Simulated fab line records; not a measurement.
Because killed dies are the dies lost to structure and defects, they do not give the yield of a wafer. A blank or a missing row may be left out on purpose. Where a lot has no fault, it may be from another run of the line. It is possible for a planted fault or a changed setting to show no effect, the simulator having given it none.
Which tool is to blame?	flow n5 finfet	Sampling: 21 lots, 63 wafers, 6 of 1938 route steps

WHAT THE GAUGES SHOWED, per wafer
The record lacks any reading of a measuring or inspecting step that a usual standard deviation could be used to judge.

TOOL THAT RAN EACH LOT (tool first, then ch and the chambers of the sampled wafers, then the start)
lot	N5_DUMMY_GATE_ETCH_32	N5_DUMMY_GATE_ETCH_44	N5_DUMMY_GATE_STRIP_48	N5_SD_EPI_N_SD_RECESS_17	N5_SD_EPI_P_SD_RECESS_17	N5_SDB_DESCUM_16
L074	rie si-02 ch 0,1,3, day 2 23:22	rie si-02 ch 0,1,3, day 2 23:27	rie diel-03 ch 0,1,3, day 2 23:40	rie si-04 ch 0,1,2, day 3 01:52	rie si-06 ch 0,1,2, day 3 06:20	rie diel-05 ch 0,2, day 3 17:19
L077	rie si-03 ch 1,2, day 3 19:08	rie si-03 ch 1,2, day 3 19:14	rie diel-02 ch 1,2,3, day 3 19:26	rie si-04 ch 0,1, day 3 21:24	rie si-06 ch 1,2,3, day 4 01:50	rie diel-06 ch 1,2, day 4 13:14
L078	rie si-06 ch 0,1,3, day 3 22:45	rie si-06 ch 0,1,3, day 3 22:50	rie diel-02 ch 0,1,3, day 3 23:03	rie si-01 ch 1,2,3, day 4 01:04	rie si-02 ch 1,2,3, day 4 05:31	rie diel-04 ch 0,1,2, day 4 16:01
L079	rie si-06 ch 1,3, day 4 05:56	rie si-06 ch 1,3, day 4 06:02	rie diel-01 ch 0,2,3, day 4 06:14	rie si-04 ch 0,1,2, day 4 08:20	rie si-02 ch 0,1, day 4 12:46	rie diel-05 ch 1,3, day 5 00:41
L080	rie si-03 ch 0,3, day 4 10:10	rie si-03 ch 0,3, day 4 10:16	rie diel-02 ch 0,3, day 4 10:28	rie si-01 ch 0,1,3, day 4 13:20	rie si-02 ch 0,1,3, day 4 18:16	rie diel-05 ch 1,3, day 5 05:48
L081	rie si-02 ch 1,2, day 4 15:59	rie si-02 ch 1,2, day 4 16:05	rie diel-02 ch 1,2,3, day 4 16:17	rie si-04 ch 0,2, day 4 20:40	rie si-02 ch 0,1, day 5 01:54	rie diel-04 ch 0,3, day 5 13:20
L082	rie si-06 ch 1,2,3, day 4 23:35	rie si-06 ch 1,2,3, day 4 23:41	rie diel-02 ch 0,1,3, day 4 23:53	rie si-05 ch 0,1,3, day 5 01:44	rie si-02 ch 0,1,2, day 5 07:00	rie diel-04 ch 0,1,3, day 5 19:46
L083	rie si-06 ch 0,2,3, day 5 04:14	rie si-06 ch 0,2,3, day 5 04:20	rie diel-03 ch 0,1,2, day 5 04:32	rie si-05 ch 0,1, day 5 07:04	rie si-03 ch 0,2,3, day 5 11:30	rie diel-05 ch 0,3, day 5 22:16
L084	rie si-06 ch 1,3, day 5 12:03	rie si-06 ch 1,3, day 5 12:08	rie diel-01 ch 0,2,3, day 5 12:37	rie si-05 ch 0,2,3, day 5 14:28	rie si-03 ch 0,1,3, day 5 20:30	rie diel-05 ch 1,2,3, day 6 09:07
L085	rie si-06 ch 2,3, day 5 18:44	rie si-06 ch 2,3, day 5 18:49	rie diel-03 ch 1,2, day 5 19:02	rie si-04 ch 1,2,3, day 5 21:00	rie si-02 ch 1,2, day 6 01:26	rie diel-04 ch 1,2,3, day 6 12:38
L086	rie si-06 ch 1,2, day 6 01:20	rie si-06 ch 1,2, day 6 01:25	rie diel-01 ch 2,3, day 6 01:45	rie si-04 ch 0,1,3, day 6 03:35	rie si-06 ch 1,2, day 6 09:44	rie diel-06 ch 0,1, day 7 22:26
L087	rie si-06 ch 0,1,2, day 6 04:05	rie si-06 ch 0,1,2, day 6 04:10	rie diel-02 ch 1,2,3, day 6 04:23	rie si-04 ch 0,2,3, day 6 06:21	rie si-06 ch 0,1,3, day 6 10:40	rie diel-04 ch 0,1,3, day 7 22:23
L088	rie si-06 ch 0,2,3, day 6 11:26	rie si-06 ch 0,2,3, day 6 11:32	rie diel-03 ch 2,3, day 6 11:44	rie si-01 ch 1,3, day 6 14:04	rie si-06 ch 0,2,3, day 6 20:05	rie diel-05 ch 0,2,3, day 8 00:46
L089	rie si-06 ch 0,2,3, day 6 16:22	rie si-06 ch 0,2,3, day 6 16:27	rie diel-02 ch 0,2,3, day 6 16:41	rie si-05 ch 0,1,2, day 6 18:40	rie si-06 ch 1,2,3, day 6 23:11	rie diel-05 ch 0,1,2, day 8 01:34
L090	rie si-06 ch 0,2, day 7 00:20	rie si-06 ch 0,2, day 7 00:26	rie diel-03 ch 0,2, day 7 00:38	rie si-05 ch 1,2, day 7 02:36	rie si-02 ch 2,3, day 7 08:39	rie diel-06 ch 1,3, day 8 03:25
L091	rie si-06 ch 0,1,2, day 8 08:37	rie si-06 ch 0,1,2, day 8 08:43	rie diel-03 ch 0,3, day 8 08:56	rie si-05 ch 1,3, day 8 11:03	rie si-03 ch 1,2, day 8 20:23	rie diel-06 ch 0,2, day 9 09:34
L093	rie si-03 ch 1,3, day 8 12:28	rie si-03 ch 1,3, day 8 12:34	rie diel-01 ch 0,2, day 8 12:52	rie si-05 ch 0,1, day 8 14:47	rie si-03 ch 2,3, day 8 19:19	rie diel-06 ch 0,2, day 9 07:08
L094	rie si-02 ch 2,3, day 8 16:29	rie si-02 ch 2,3, day 8 16:34	rie diel-03 ch 0,2, day 8 16:50	rie si-04 ch 0,1,3, day 8 20:19	rie si-06 ch 1,2,3, day 9 01:36	rie diel-04 ch 1,2,3, day 9 12:35
L095	rie si-03 ch 2,3, day 8 16:31	rie si-03 ch 2,3, day 8 16:37	rie diel-02 ch 1,2,3, day 8 16:52	rie si-01 ch 1,2,3, day 8 20:50	rie si-03 ch 1,2,3, day 9 01:20	rie diel-06 ch 0,2,3, day 9 14:13
L092	rie si-06 ch 0,1,3, day 8 16:43	rie si-06 ch 0,1,3, day 8 16:48	rie diel-01 ch 0,1,2, day 8 17:02	rie si-05 ch 2,3, day 8 22:31	rie si-06 ch 0,1,2, day 9 03:22	rie diel-05 ch 0,1,3, day 9 14:51
L097	rie si-03 ch 1,2,3, day 9 02:08	rie si-03 ch 1,2,3, day 9 02:13	rie diel-01 ch 0,1,3, day 9 02:25	rie si-04 ch 0,1,2, day 9 04:49	rie si-06 ch 0,1,3, day 9 12:28	rie diel-06 ch 0,1,3, day 10 00:28
- N5_DUMMY_GATE_ETCH_32: etches SiO2 in CF4, target depth 3.5 nm, time 3.9 s.
- N5_DUMMY_GATE_ETCH_44: etches poly-Si in HBr/O2, stops on SiO2, target depth 127.5 nm.
- N5_DUMMY_GATE_STRIP_48: strips in N2/H2, time 20 s.
- N5_SD_EPI_N_SD_RECESS_17: chemistry HBr/Cl2/O2, target depth 41 nm, time 23.7 s, bt time 3 s.
- N5_SD_EPI_P_SD_RECESS_17: chemistry HBr/Cl2/O2, target depth 39.1 nm, bt time 3 s.
- N5_SDB_DESCUM_16: chemistry O2, time 7.9 s.

WHAT THE TOOLS THEMSELVES READ (means of the sampled wafers that have a number; where no wafer has one, the mark that the record gives instead)
N5_DUMMY_GATE_ETCH_32. Usual: bias w 400.0 W, standard deviation 1.2; drypump motor current A 5.6 A, standard deviation 0.41; oes product au 0.999 a.u., standard deviation 0.024; throttle valve pct 21.71 %, standard deviation 0.25.
lot	tool	bias w (W)	drypump motor current A (A)	oes product au (a.u.)	throttle valve pct (%)	flag
L074	rie si-02	399.4	5.6	1.005	21.86	
L077	rie si-03	399.1	5.5	0.999	21.58	
L078	rie si-06	400.3	5.4	0.983	21.77	
L079	rie si-06	399.2	5.3	0.996	21.89	
L080	rie si-03	399.0	6.3	0.994	21.99	
L081	rie si-02	400.5	5.6	0.993	22.00	
L082	rie si-06	400.3	5.4	1.013	21.77	
L083	rie si-06	401.2	5.4	0.999	21.57	
L084	rie si-06	400.4	5.4	1.003	21.96	
L085	rie si-06	400.3	5.3	0.992	21.69	
L086	rie si-06	399.7	5.4	1.029	21.64	
L087	rie si-06	399.5	5.5	1.007	21.63	
L088	rie si-06	400.0	5.4	0.994	21.56	
L089	rie si-06	398.2	5.4	0.991	21.55	
L090	rie si-06	399.6	5.5	0.998	21.42	
L091	rie si-06	400.8	5.5	1.001	21.63	
L093	rie si-03	400.4	5.5	1.002	21.64	
L094	rie si-02	400.2	6.1	1.000	21.74	
L095	rie si-03	399.7	6.2	0.987	21.91	
L092	rie si-06	400.3	5.4	0.999	21.76	
L097	rie si-03	399.8	5.9	0.998	21.74	

N5_DUMMY_GATE_ETCH_44. Usual: bias w 20.01 W, standard deviation 0.057; drypump motor current A 5.6 A, standard deviation 0.4; oes product au 0.728 a.u., standard deviation 0.013; throttle valve pct 18.39 %, standard deviation 0.22.
lot	tool	bias w (W)	drypump motor current A (A)	oes product au (a.u.)	throttle valve pct (%)	flag
L074	rie si-02	19.97	5.6	0.722	18.55	
L077	rie si-03	20.04	5.5	0.714	18.41	
L078	rie si-06	19.94	5.4	0.724	18.34	
L079	rie si-06	20.06	5.3	0.721	18.49	
L080	rie si-03	19.99	6.3	0.732	18.72	
L081	rie si-02	20.04	5.6	0.716	18.60	
L082	rie si-06	20.04	5.4	0.741	18.38	
L083	rie si-06	19.97	5.4	0.729	18.19	
L084	rie si-06	20.02	5.3	0.728	18.54	
L085	rie si-06	20.03	5.3	0.741	18.34	
L086	rie si-06	19.95	5.5	0.742	18.30	
L087	rie si-06	20.04	5.5	0.729	18.25	
L088	rie si-06	19.98	5.4	0.730	18.19	
L089	rie si-06	20.04	5.4	0.725	18.19	
L090	rie si-06	20.03	5.5	0.723	18.05	
L091	rie si-06	20.00	5.5	0.732	18.24	
L093	rie si-03	20.05	5.6	0.718	18.49	
L094	rie si-02	20.05	6.1	0.730	18.46	
L095	rie si-03	20.02	6.2	0.723	18.65	
L092	rie si-06	20.07	5.4	0.717	18.34	
L097	rie si-03	19.99	5.9	0.724	18.53	

N5_DUMMY_GATE_STRIP_48. Usual: drypump motor current A 5.9 A, standard deviation 0.51; oes product au 0.79 a.u., standard deviation 0.092; rf vpp V 45.3 V, standard deviation 0.8; showerhead plenum p Torr 3.39 Torr, standard deviation 0.1; throttle valve pct 12.2 %, standard deviation 0.31.
lot	tool	drypump motor current A (A)	oes product au (a.u.)	rf vpp V (V)	showerhead plenum p Torr (Torr)	throttle valve pct (%)	flag
L074	rie diel-03	5.8	0.76	45.7	3.46	12.2	
L077	rie diel-02	5.9	0.71	45.8	3.27	12.5	
L078	rie diel-02	5.7	0.71	45.1	3.26	12.4	
L079	rie diel-01	5.9	0.84	44.9	3.41	12.0	
L080	rie diel-02	6.0	0.70	44.3	3.27	12.4	
L081	rie diel-02	5.9	0.71	45.0	3.27	12.5	
L082	rie diel-02	5.7	0.70	45.0	3.26	12.4	
L083	rie diel-03	5.6	0.77	45.2	3.43	12.2	
L084	rie diel-01	5.9	0.82	45.1	3.40	12.1	
L085	rie diel-03	5.9	0.76	45.5	3.44	12.3	
L086	rie diel-01	5.6	0.83	46.5	3.42	12.1	
L087	rie diel-02	5.9	0.70	45.4	3.26	12.5	
L088	rie diel-03	6.1	0.83	44.9	3.42	12.0	
L089	rie diel-02	6.1	0.78	44.6	3.29	12.3	
L090	rie diel-03	5.2	0.78	45.3	3.38	12.0	
L091	rie diel-03	5.5	0.84	45.0	3.40	11.9	
L093	rie diel-01	6.0	0.84	45.2	3.44	12.0	
L094	rie diel-03	5.5	0.76	44.7	3.39	12.1	
L095	rie diel-02	5.9	0.79	44.9	3.25	12.3	
L092	rie diel-01	6.0	0.86	44.9	3.48	11.9	
L097	rie diel-01	5.9	0.88	46.2	3.42	11.7	

N5_SD_EPI_N_SD_RECESS_17. Usual: bias w 112.0 W, standard deviation 0.36; drypump motor current A 6.0 A, standard deviation 0.36; oes product au 1.001 a.u., standard deviation 0.014; throttle valve pct 37.1 %, standard deviation 0.3.
lot	tool	bias w (W)	drypump motor current A (A)	oes product au (a.u.)	throttle valve pct (%)	flag
L074	rie si-04	111.9	5.7	0.998	37.2	
L077	rie si-04	112.1	5.8	0.991	37.3	
L078	rie si-01	111.9	5.9	0.981	37.2	
L079	rie si-04	111.9	5.7	1.004	37.2	
L080	rie si-01	112.3	5.8	0.993	37.3	
L081	rie si-04	111.8	5.7	1.011	37.1	
L082	rie si-05	112.3	6.3	1.011	37.3	
L083	rie si-05	112.0	6.1	1.015	37.2	
L084	rie si-05	112.0	6.6	1.004	37.2	
L085	rie si-04	112.2	5.8	1.003	37.1	
L086	rie si-04	112.1	5.9	0.994	37.2	
L087	rie si-04	111.9	5.8	1.006	37.0	
L088	rie si-01	111.7	6.0	0.988	37.5	
L089	rie si-05	111.9	6.3	1.010	37.1	
L090	rie si-05	111.8	6.2	1.013	36.8	
L091	rie si-05	112.1	6.2	1.016	37.2	
L093	rie si-05	111.9	6.0	1.020	37.2	
L094	rie si-04	112.3	5.9	0.996	37.2	
L095	rie si-01	112.2	5.9	0.988	37.2	
L092	rie si-05	112.3	6.5	1.001	36.9	
L097	rie si-04	112.0	5.7	1.008	37.2	

N5_SD_EPI_P_SD_RECESS_17. Usual: bias w 112.0 W, standard deviation 0.34; drypump motor current A 5.7 A, standard deviation 0.45; oes product au 0.999 a.u., standard deviation 0.016; throttle valve pct 37.0 %, standard deviation 0.3.
lot	tool	bias w (W)	drypump motor current A (A)	oes product au (a.u.)	throttle valve pct (%)	flag
L074	rie si-06	111.9	5.5	1.009	36.8	
L077	rie si-06	111.9	5.4	1.009	37.0	
L078	rie si-02	111.9	5.8	0.989	37.3	
L079	rie si-02	111.6	5.3	0.996	37.4	
L080	rie si-02	112.1	5.6	0.996	37.3	
L081	rie si-02	112.2	5.3	0.997	37.4	
L082	rie si-02	112.1	5.8	0.991	37.3	
L083	rie si-03	112.0	6.3	0.997	37.1	
L084	rie si-03	111.8	6.0	0.998	37.1	
L085	rie si-02	111.8	6.0	0.987	37.3	
L086	rie si-06	111.9	5.5	1.027	36.9	
L087	rie si-06	111.9	5.4	0.994	36.9	
L088	rie si-06	112.4	5.4	0.999	36.7	
L089	rie si-06	111.9	5.4	1.007	37.0	
L090	rie si-02	112.1	6.3	0.987	37.2	
L091	rie si-03	111.7	5.5	1.001	36.8	
L093	rie si-03	112.0	6.2	0.993	37.0	
L094	rie si-06	112.3	5.4	1.009	37.0	
L095	rie si-03	111.9	5.9	0.998	37.0	
L092	rie si-06	111.9	5.5	1.004	36.8	
L097	rie si-06	112.0	5.4	0.991	36.9	

N5_SDB_DESCUM_16. Usual: drypump motor current A 5.6 A, standard deviation 0.48; oes product au 0.79 a.u., standard deviation 0.083; rf vpp V 243.6 V, standard deviation 1.5; showerhead plenum p Torr 2.12 Torr, standard deviation 0.08; throttle valve pct 20.45 %, standard deviation 0.27.
lot	tool	drypump motor current A (A)	oes product au (a.u.)	rf vpp V (V)	showerhead plenum p Torr (Torr)	throttle valve pct (%)	flag
L074	rie diel-05	5.6	0.71	242.5	1.98	20.28	
L077	rie diel-06	5.2	0.73	242.8	2.07	20.24	
L078	rie diel-04	5.5	0.81	243.3	2.14	20.24	
L079	rie diel-05	5.4	0.71	243.6	2.17	20.77	
L080	rie diel-05	5.3	0.72	243.0	2.17	20.81	
L081	rie diel-04	5.4	0.81	242.9	2.04	20.40	
L082	rie diel-04	5.5	0.80	244.0	2.10	20.25	
L083	rie diel-05	6.1	0.74	243.0	2.05	20.47	
L084	rie diel-05	5.3	0.80	244.7	2.19	20.52	
L085	rie diel-04	5.8	0.78	243.4	2.10	20.40	
L086	rie diel-06	5.8	0.88	244.2	2.15	20.36	
L087	rie diel-04	5.5	0.78	243.5	2.09	20.28	
L088	rie diel-05	5.7	0.80	244.1	2.13	20.37	
L089	rie diel-05	5.6	0.80	244.7	2.13	20.39	
L090	rie diel-06	5.9	0.79	243.8	2.15	20.64	
L091	rie diel-06	5.2	0.76	243.6	2.12	20.25	
L093	rie diel-06	5.2	0.75	243.2	2.12	20.24	
L094	rie diel-04	5.8	0.76	243.5	2.09	20.43	
L095	rie diel-06	5.6	0.79	244.3	2.16	20.42	
L092	rie diel-05	5.7	0.80	243.3	2.10	20.59	
L097	rie diel-06	5.9	0.80	243.9	2.14	20.52	

THE ANSWER, worked out from the rows above alone
Rule: take the mean of a lot's wafers that have a number; if it is more than 3 standard deviations from the usual mean, the lot is off. Also off: a lot with no number at a reading for which 4 or more lots have one. Where the step has rows for the other lots, those lots are counted as sound. The gauges are gone through in route order, then the tools' own readings, and for those a lot's mean is taken as printed above. At the first step where some lot is off, the reading lying furthest off is the one used; lots without a number count as furthest.
No lot is off on any of the readings shown, so nothing can be concluded from this.

WHAT THE SIMULATOR PUT IN
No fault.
